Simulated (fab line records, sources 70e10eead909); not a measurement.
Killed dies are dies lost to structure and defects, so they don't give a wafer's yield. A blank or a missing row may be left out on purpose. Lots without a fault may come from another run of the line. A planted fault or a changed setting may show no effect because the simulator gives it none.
Which tool did it? | flow nand_harc | 11 lots, 33 wafers sampled, at 6 steps of a route of 1302

WHAT THE GAUGES READ, wafer by wafer
NHARC_P_M2_INSPECT_11. Usual: raw_defect_count 4.7, standard deviation 2.7.
lot  | measured     | on                | raw_defect_count | flag
L218 | day 6 11:11  | defect_inspect-02 | 3 3 2            |
L219 | day 7 06:55  | defect_inspect-01 | 5 6 2            |
L222 | day 8 00:10  | defect_inspect-02 | 2 1 1            |
L225 | day 9 08:02  | defect_inspect-02 | 3 5 1            |
L228 | day 10 22:19 | defect_inspect-01 | 7 11 15          |
L234 | day 13 08:05 | defect_inspect-02 | 266 2 2          | OFF
L236 | day 13 21:42 | defect_inspect-01 | 4 4 286          | OFF
L238 | day 15 04:17 | defect_inspect-02 | 2 5 5            |
L239 | day 15 13:41 | defect_inspect-01 | 2 5 4            |
L240 | day 15 17:53 | defect_inspect-02 | 5 3 8            |
L241 | day 16 00:46 | defect_inspect-01 | 1 5 2            |

NHARC_P_M2_CD_MEAS_16. Usual: cd_nm 169.8 nm, standard deviation 0.57.
lot  | measured     | on        | cd_nm (nm)        | flag
L218 | day 6 11:35  | cd_sem-02 | 170.1 170.3 170.0 |
L219 | day 7 07:17  | cd_sem-01 | 171.0 170.1 170.2 |
L222 | day 8 00:32  | cd_sem-01 | 170.0 169.6 170.2 |
L225 | day 9 08:24  | cd_sem-02 | 170.4 170.5 170.4 |
L228 | day 10 22:41 | cd_sem-03 | 168.8 169.9 170.1 |
L234 | day 13 08:29 | cd_sem-01 | 169.9 169.8 169.6 |
L236 | day 13 22:07 | cd_sem-03 | 169.8 169.3 169.6 |
L238 | day 15 04:39 | cd_sem-03 | 170.0 170.0 169.3 |
L239 | day 15 14:03 | cd_sem-01 | 170.3 170.2 170.3 |
L240 | day 15 18:15 | cd_sem-01 | 170.1 170.1 170.5 |
L241 | day 16 01:08 | cd_sem-01 | 170.1 170.0 169.6 |

NHARC_END_SORT_01. Usual: defect_limited_yield 92 %, standard deviation 3; killed_at_array 52, standard deviation 20; killed_at_other 1.0, standard deviation 1.3; killed_at_periphery 3.7, standard deviation 2.2; killed_dies 57, standard deviation 20; killed_open 3.2, standard deviation 1.6; killed_short 2.4, standard deviation 1.6; sort_bin_2_pct 2.9 %, standard deviation 1.4; sort_bin_3_pct 0.6 %, standard deviation 0.41; sort_bin_4_pct 4.8 %, standard deviation 1.5; sort_n_pass 620, standard deviation 20; sort_rim_yield_pct 93 %, standard deviation 3.5; sort_yield_pct 92 %, standard deviation 3.
lot  | measured     | on        | defect_limited_yield (%) | killed_at_array | killed_at_other | killed_at_periphery | killed_dies | killed_open | killed_short | sort_bin_2_pct (%) | sort_bin_3_pct (%) | sort_bin_4_pct (%) | sort_n_pass | sort_rim_yield_pct (%) | sort_yield_pct (%) | flag
L234 | day 30 23:29 | prober-02 | 84 94 92                 | 44 40 49        | 0 0 1           | 67 4 6              | 111 44 56   | 3 3 3       | 1 5 2        | 6.9 2.1 2.5        | 2.1 0.1 0.9        | 7.4 4.3 4.9        | 566 633 621 | 90 96 99               | 84 94 92           | OFF
L236 | day 32 04:54 | prober-02 | 91 92 81                 | 59 53 64        | 1 1 2           | 2 3 66              | 62 57 132   | 4 2 5       | 2 0 0        | 3.1 3.4 6.5        | 0.3 0.6 2.7        | 5.8 4.4 10.3       | 615 620 545 | 97 94 89               | 91 92 81           | OFF

WHICH TOOL RAN EACH LOT (tool, then ch and the chambers of the sampled wafers, then the start)
lot  | NHARC_P_M1_ETCH_35                 | NHARC_P_M1_ETCH_15                            | NHARC_P_M2_DEP_00
L218 | rie_diel-12 ch 2,3, day 6 07:10    | rie_diel-12 ch 0,2,3, day 6 10:16 or earlier  | pecvd-03 ch 0,2, day 6 10:16
L219 | rie_diel-10 ch 0,3, day 7 02:46    | rie_diel-10 ch 0,1, day 7 05:58 or earlier    | pecvd-04 ch 1,2, day 7 05:58
L222 | rie_diel-12 ch 0,1, day 7 20:05    | rie_diel-12 ch 1,2,3, day 7 23:20 or earlier  | pecvd-03 ch 0,1,2, day 7 23:20
L225 | rie_diel-10 ch 0,1,3, day 9 03:31  | rie_diel-10 ch 0,2,3, day 9 07:10 or earlier  | pecvd-01 ch 0,2, day 9 07:10
L228 | rie_diel-08 ch 0,3, day 10 18:13   | rie_diel-08 ch 0,1,3, day 10 21:24 or earlier | pecvd-03 ch 0,1,2, day 10 21:24
L234 | rie_diel-12 ch 1,2, day 13 04:06   | rie_diel-12 ch 1,2,3, day 13 07:10 or earlier | pecvd-03 ch 0,1,2, day 13 07:10
L236 | rie_diel-08 ch 0,1,3, day 13 17:42 | rie_diel-08 ch 0,1, day 13 20:45 or earlier   | pecvd-03 ch 0,1,2, day 13 20:45
L238 | rie_diel-10 ch 1,2,3, day 15 00:21 | rie_diel-10 ch 1,2,3, day 15 03:27 or earlier | pecvd-01 ch 1,2, day 15 03:27
L239 | rie_diel-08 ch 0,1, day 15 09:24   | rie_diel-08 ch 0,1,3, day 15 12:46 or earlier | pecvd-01 ch 0,1,2, day 15 12:46
L240 | rie_diel-10 ch 1,2, day 15 13:59   | rie_diel-10 ch 0,2,3, day 15 17:06 or earlier | pecvd-04 ch 0,1,2, day 15 17:06
L241 | rie_diel-10 ch 0,2,3, day 15 20:24 | rie_diel-10 ch 0,2,3, day 15 23:51 or earlier | pecvd-01 ch 0,2, day 15 23:51
- NHARC_P_M1_ETCH_35: etches the open film in N2/H2, target depth 40 nm, overetch 12 nm, time 43.94 s.
- NHARC_P_M1_ETCH_15: etches the open film in C4F8/Ar, target depth 182.5 nm, time 91.2 s.
- NHARC_P_M2_DEP_00: deposits SiOC, target thk 182.5 nm.

WHAT THE TOOLS THEMSELVES READ (means of the sampled wafers that have a number; where no wafer has one, the mark that the record gives instead)
NHARC_P_M1_ETCH_35. Usual: chamber_pressure_mTorr 30.000 mTorr, standard deviation 0.029; drypump_motor_current_A 5.6 A, standard deviation 0.35; oes_product_au 1.000 a.u., standard deviation 0.0091; rf_vpp_V 430.0 V, standard deviation 2.9; showerhead_plenum_p_Torr 2.02 Torr, standard deviation 0.1; throttle_valve_pct 14.171 %, standard deviation 0.0097.
lot  | tool        | chamber_pressure_mTorr (mTorr) | drypump_motor_current_A (A) | oes_product_au (a.u.) | rf_vpp_V (V) | showerhead_plenum_p_Torr (Torr) | throttle_valve_pct (%) | flag
L218 | rie_diel-12 | 30.006                         | 5.9                         | 0.995                 | 428.9        | 1.98                            | 14.177                 |
L219 | rie_diel-10 | 29.971                         | 5.5                         | 0.993                 | 432.6        | 2.11                            | 14.170                 |
L222 | rie_diel-12 | 30.010                         | 6.1                         | 1.015                 | 428.8        | 1.98                            | 14.169                 |
L225 | rie_diel-10 | 29.978                         | 5.5                         | 0.996                 | 430.1        | 2.02                            | 14.178                 |
L228 | rie_diel-08 | 29.998                         | 5.5                         | 1.001                 | 428.2        | 1.95                            | 14.168                 |
L234 | rie_diel-12 | 29.976                         | 5.5                         | 0.991                 | 428.3        | 1.99                            | 14.165                 |
L236 | rie_diel-08 | 30.027                         | 5.6                         | 0.999                 | 430.0        | 2.03                            | 14.177                 |
L238 | rie_diel-10 | 29.979                         | 5.4                         | 1.006                 | 428.2        | 1.99                            | 14.169                 |
L239 | rie_diel-08 | 29.986                         | 5.8                         | 1.004                 | 432.6        | 2.11                            | 14.173                 |
L240 | rie_diel-10 | 30.024                         | 5.2                         | 1.003                 | 430.9        | 2.04                            | 14.170                 |
L241 | rie_diel-10 | 29.979                         | 5.4                         | 1.003                 | 431.5        | 2.08                            | 14.172                 |

NHARC_P_M1_ETCH_15. Usual: chamber_pressure_mTorr 25.000 mTorr, standard deviation 0.023; oes_product_au 0.956 a.u., standard deviation 0.024; rf_vpp_V 440.2 V, standard deviation 3.
lot  | tool        | chamber_pressure_mTorr (mTorr) | oes_product_au (a.u.) | rf_vpp_V (V) | flag
L218 | rie_diel-12 | 25.004                         | 0.955                 | 439.4        |
L219 | rie_diel-10 | 24.988                         | 0.978                 | 439.8        |
L222 | rie_diel-12 | 24.990                         | 0.965                 | 438.4        |
L225 | rie_diel-10 | 25.011                         | 0.975                 | 441.9        |
L228 | rie_diel-08 | 24.987                         | 0.970                 | 440.7        |
L234 | rie_diel-12 | 24.992                         | 0.965                 | 438.9        |
L236 | rie_diel-08 | 25.022                         | 0.922                 | 440.8        |
L238 | rie_diel-10 | 24.986                         | 0.958                 | 439.1        |
L239 | rie_diel-08 | 24.997                         | 0.934                 | 440.3        |
L240 | rie_diel-10 | 25.014                         | 0.924                 | 441.1        |
L241 | rie_diel-10 | 25.017                         | 0.968                 | 441.9        |

NHARC_P_M2_DEP_00. Usual: chamber_pressure_Torr 5.000 Torr, standard deviation 0.011.
lot  | tool     | chamber_pressure_Torr (Torr) | flag
L218 | pecvd-03 | 4.992                        |
L219 | pecvd-04 | 4.995                        |
L222 | pecvd-03 | 4.993                        |
L225 | pecvd-01 | 5.006                        |
L228 | pecvd-03 | 4.998                        |
L234 | pecvd-03 | 5.014                        |
L236 | pecvd-03 | 4.996                        |
L238 | pecvd-01 | 5.010                        |
L239 | pecvd-01 | 5.008                        |
L240 | pecvd-04 | 4.993                        |
L241 | pecvd-01 | 4.990                        |

THE ANSWER, worked out from the rows above alone
Rule: a lot is off if the mean of its wafers that have a number lies more than 3 standard deviations from the usual mean. A lot without any number at a reading at which 4 lots or more have one is off too. The other lots that the step has rows for count as sound. The gauges are gone through in route order, then the tools' own readings, and for those a lot's mean is taken as printed above. The first step at which some lot is off is used, and at that step the reading that is off furthest; a lot without a number counts as furthest.
Off: L234, L236, at NHARC_P_M2_INSPECT_11 (raw_defect_count).
A tool fits if, at a process step before that reading, it ran every lot that is off, and no sound lot after the first of them. The gauges at NHARC_P_M2_INSPECT_11 aren't tried: what is off there is off at NHARC_END_SORT_01 too, on other tools, and a gauge's error can't cause that. NHARC_P_M1_ETCH_15 gives no start for some lots, so the hours and the order of its lots are those of NHARC_P_M2_DEP_00. One fits: pecvd-03 at NHARC_P_M2_DEP_00. Its last sound lot is L228 (day 10 21:24), its first lot that is off L234 (day 13 07:10): a fault that began between those two fits.

WHAT THE SIMULATOR HAD PUT IN
Chamber particle source: pecvd-03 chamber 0, from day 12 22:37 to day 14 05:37, at NHARC_P_M2_DEP_00. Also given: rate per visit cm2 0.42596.
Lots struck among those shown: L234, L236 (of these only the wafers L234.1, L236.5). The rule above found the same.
